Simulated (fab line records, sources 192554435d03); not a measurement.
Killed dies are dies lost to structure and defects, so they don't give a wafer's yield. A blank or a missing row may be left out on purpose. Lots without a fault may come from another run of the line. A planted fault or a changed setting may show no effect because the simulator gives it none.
Which tool did it? | flow n5_finfet | 10 lots, 30 wafers sampled, at 5 steps of a route of 1938

WHAT THE GAUGES READ, wafer by wafer
N5_BEOL_M4_RC_MEAS_101. Usual: DIBL_N 36.3 mV/V, standard deviation 1.6; DIBL_P 36.4 mV/V, standard deviation 2.1; IOFF_N 0.16 nA/um, standard deviation 0.032; IOFF_P 0.22 nA/um, standard deviation 0.044; ION_N 675 uA/um, standard deviation 12; ION_P 463 uA/um, standard deviation 8.3; SS_N 71.6 mV/dec, standard deviation 0.64; SS_P 73.3 mV/dec, standard deviation 0.67; VT_N 250 mV, standard deviation 3.3; VT_P -250 mV, standard deviation 3.7.
lot  | measured     | on        | DIBL_N (mV/V)  | DIBL_P (mV/V)  | IOFF_N (nA/um) | IOFF_P (nA/um) | ION_N (uA/um) | ION_P (uA/um) | SS_N (mV/dec)  | SS_P (mV/dec)  | VT_N (mV)   | VT_P (mV)      | flag
L131 | day 9 17:16  | prober-01 | 37.6 35.8 35.0 | 38.7 35.3 35.0 | 0.17 0.13 0.12 | 0.21 0.16 0.16 | 675 672 666   | 462 452 455   | 72.0 71.6 70.9 | 73.9 72.1 72.7 | 248 252 252 | -250 -256 -255 |
L133 | day 10 02:59 | prober-01 | 36.7 36.5 37.5 | 36.5 36.4 37.5 | 0.17 0.16 0.18 | 0.22 0.20 0.22 | 675 664 682   | 470 455 469   | 71.0 71.4 72.1 | 73.9 72.9 74.1 | 248 251 248 | -249 -251 -248 |
L130 | day 10 11:23 | prober-01 | 33.7 33.8 35.0 | 33.5 33.5 35.4 | 0.13 0.12 0.15 | 0.19 0.19 0.22 | 671 659 664   | 471 464 463   | 71.2 71.0 71.5 | 72.6 73.0 72.8 | 252 254 250 | -249 -249 -251 |
L137 | day 11 14:42 | prober-01 | 38.7 38.2 37.8 | 39.0 39.1 37.9 | 0.20 0.18 0.18 | 0.32 0.32 0.31 | 664 683 686   | 472 477 484   | 73.3 71.7 72.3 | 73.9 73.5 73.8 | 248 249 247 | -242 -244 -240 |
L139 | day 12 20:27 | prober-01 | 37.5 38.0 37.4 | 36.6 38.8 37.6 | 0.17 0.20 0.18 | 0.23 0.28 0.25 | 674 689 680   | 463 475 464   | 71.9 71.8 71.6 | 73.4 73.5 73.1 | 247 246 247 | -249 -247 -244 |
L140 | day 12 23:00 | prober-02 | 33.7 38.6 35.6 | 32.9 38.7 35.8 | 0.13 0.22 0.17 | 0.20 0.29 0.26 | 674 694 696   | 469 472 479   | 71.2 72.7 71.5 | 71.8 74.4 73.3 | 250 243 249 | -247 -245 -244 |
L142 | day 13 03:26 | prober-01 | 33.4 35.7 36.9 | 34.7 36.9 39.4 | 0.13 0.16 0.19 | 0.18 0.22 0.26 | 657 672 668   | 454 461 463   | 71.0 71.3 72.0 | 72.7 73.6 74.2 | 252 250 247 | -250 -250 -248 |
L143 | day 13 12:34 | prober-02 | 35.9 38.0 36.0 | 34.6 38.2 35.5 | 0.14 0.19 0.15 | 0.19 0.24 0.20 | 661 675 661   | 454 463 457   | 72.3 71.3 71.9 | 73.2 73.5 73.4 | 251 246 251 | -250 -249 -250 |
L148 | day 14 05:22 | prober-02 | 34.3 34.8 33.7 | 32.5 33.8 31.3 | 0.10 0.12 0.09 | 0.13 0.14 0.12 | 642 676 651   | 435 460 442   | 70.7 71.0 70.2 | 72.8 73.8 71.9 | 257 253 258 | -258 -256 -259 |
L152 | day 16 21:25 | prober-01 | 35.7 37.1 35.8 | 34.9 36.6 35.0 | 0.15 0.17 0.15 | 0.21 0.23 0.21 | 665 670 680   | 459 462 463   | 71.9 72.6 72.4 | 72.9 73.0 72.9 | 250 248 253 | -250 -248 -251 |

N5_BEOL_M8_OCD_MEAS_38. Usual: trench_depth_nm 94.0 nm, standard deviation 1.9.
lot  | measured     | on     | trench_depth_nm (nm) | flag
L131 | day 11 08:02 | ocd-01 | 95.9 90.7 97.2       |
L133 | day 11 18:19 | ocd-02 | 96.5 91.0 92.9       |
L130 | day 12 09:56 | ocd-02 | 92.0 96.8 96.7       |
L137 | day 13 02:38 | ocd-01 | 90.7 95.8 95.7       |
L139 | day 14 12:53 | ocd-02 | 93.1 97.7 97.5       |
L140 | day 14 12:45 | ocd-01 | 93.8 92.8 95.5       |
L142 | day 14 17:50 | ocd-02 | 93.7 96.2 95.1       |
L143 | day 15 05:49 | ocd-01 | 94.1 93.2 95.9       |
L148 | day 16 05:31 | ocd-02 | 95.4 95.8 93.5       |
L152 | day 18 07:02 | ocd-02 | 93.0 93.0 94.1       |

N5_BEOL_M9_THK_MEAS_01. Usual: M9_ILD_THK 267 nm, standard deviation 3.6.
lot  | measured     | on            | M9_ILD_THK (nm) | flag
L131 | day 11 11:20 | film_metro-01 | 265 269 268     |
L133 | day 11 21:13 | film_metro-01 | 265 265 268     |
L130 | day 12 13:35 | film_metro-02 | 264 270 264     |
L137 | day 13 06:28 | film_metro-02 | 541 549 556     | OFF
L139 | day 14 17:27 | film_metro-02 | 553 550 554     | OFF
L140 | day 14 15:52 | film_metro-01 | 261 262 267     |
L142 | day 14 22:44 | film_metro-01 | 262 269 268     |
L143 | day 15 09:06 | film_metro-01 | 272 271 270     |
L148 | day 16 08:43 | film_metro-02 | 263 267 268     |
L152 | day 18 11:29 | film_metro-02 | 268 263 265     |

WHICH TOOL RAN EACH LOT (tool, then ch and the chambers of the sampled wafers, then the start)
lot  | N5_BEOL_M8_SPUTTER_48        | N5_BEOL_M9_ILD_DEP_00
L131 | pvd_sputter-01, day 11 09:14 | pecvd-04 ch 0,1,2, day 11 10:16
L133 | pvd_sputter-01, day 11 19:37 | pecvd-02 ch 0,1,2, day 11 20:37
L130 | pvd_sputter-03, day 12 11:32 | pecvd-02 ch 0,1, day 12 12:54
L137 | pvd_sputter-01, day 13 04:21 | pecvd-02 ch 0,2, day 13 05:32
L139 | pvd_sputter-03, day 14 15:23 | pecvd-04 ch 0,1,2, day 14 16:36
L140 | pvd_sputter-02, day 14 14:17 | pecvd-02 ch 0,1, day 14 15:16
L142 | pvd_sputter-01, day 14 21:09 | pecvd-03 ch 0,2, day 14 22:09
L143 | pvd_sputter-01, day 15 07:28 | pecvd-04 ch 1,2, day 15 08:29
L148 | pvd_sputter-03, day 16 07:01 | pecvd-02 ch 2, day 16 08:04
L152 | pvd_sputter-01, day 18 09:20 | pecvd-02 ch 0,2, day 18 10:44
- N5_BEOL_M8_SPUTTER_48: material Cu, target thk 10 nm, time 1.667 s.
- N5_BEOL_M9_ILD_DEP_00: deposits SiCOH lowk from DEMS/porogen, target thk 308.51 nm, time 58 s.

WHAT THE TOOLS THEMSELVES READ (means of the sampled wafers that have a number; where no wafer has one, the mark that the record gives instead)
N5_BEOL_M8_SPUTTER_48. Usual: throttle_valve_pct 29.7 %, standard deviation 1.
lot  | tool           | throttle_valve_pct (%) | flag
L131 | pvd_sputter-01 | 28.6                   |
L133 | pvd_sputter-01 | 29.8                   |
L130 | pvd_sputter-03 | 30.5                   |
L137 | pvd_sputter-01 | 29.6                   |
L139 | pvd_sputter-03 | 30.1                   |
L140 | pvd_sputter-02 | 28.7                   |
L142 | pvd_sputter-01 | 30.0                   |
L143 | pvd_sputter-01 | 30.6                   |
L148 | pvd_sputter-03 | 30.5                   |
L152 | pvd_sputter-01 | 29.0                   |

N5_BEOL_M9_ILD_DEP_00. Usual: heater_power_w 322 W, standard deviation 50; showerhead_plenum_p_Torr 5.735 Torr, standard deviation 0.02; throttle_valve_pct 13.8 %, standard deviation 0.66.
lot  | tool     | heater_power_w (W) | showerhead_plenum_p_Torr (Torr) | throttle_valve_pct (%) | flag
L131 | pecvd-04 | 283                | 5.742                           | 13.5                   |
L133 | pecvd-02 | 374                | 5.735                           | 14.1                   |
L130 | pecvd-02 | 348                | 5.753                           | 14.0                   |
L137 | pecvd-02 | 384                | 5.742                           | 14.2                   |
L139 | pecvd-04 | 274                | 5.738                           | 13.6                   |
L140 | pecvd-02 | 353                | 5.761                           | 13.9                   |
L142 | pecvd-03 | 292                | 5.746                           | 13.9                   |
L143 | pecvd-04 | 285                | 5.740                           | 13.2                   |
L148 | pecvd-02 | 368                | 5.701                           | 14.3                   |
L152 | pecvd-02 | 388                | 5.718                           | 14.5                   |

THE ANSWER, worked out from the rows above alone
Rule: a lot is off if the mean of its wafers that have a number lies more than 3 standard deviations from the usual mean. A lot without any number at a reading at which 4 lots or more have one is off too. The other lots that the step has rows for count as sound. The gauges are gone through in route order, then the tools' own readings, and for those a lot's mean is taken as printed above. The first step at which some lot is off is used, and at that step the reading that is off furthest; a lot without a number counts as furthest.
Off: L137, L139, at N5_BEOL_M9_THK_MEAS_01 (M9_ILD_THK).
A tool fits if, at a process step before that reading, it ran every lot that is off, and no sound lot after the first of them. The gauges at N5_BEOL_M9_THK_MEAS_01 are tried like those tools. None of those tried fits.

WHAT THE SIMULATOR HAD PUT IN
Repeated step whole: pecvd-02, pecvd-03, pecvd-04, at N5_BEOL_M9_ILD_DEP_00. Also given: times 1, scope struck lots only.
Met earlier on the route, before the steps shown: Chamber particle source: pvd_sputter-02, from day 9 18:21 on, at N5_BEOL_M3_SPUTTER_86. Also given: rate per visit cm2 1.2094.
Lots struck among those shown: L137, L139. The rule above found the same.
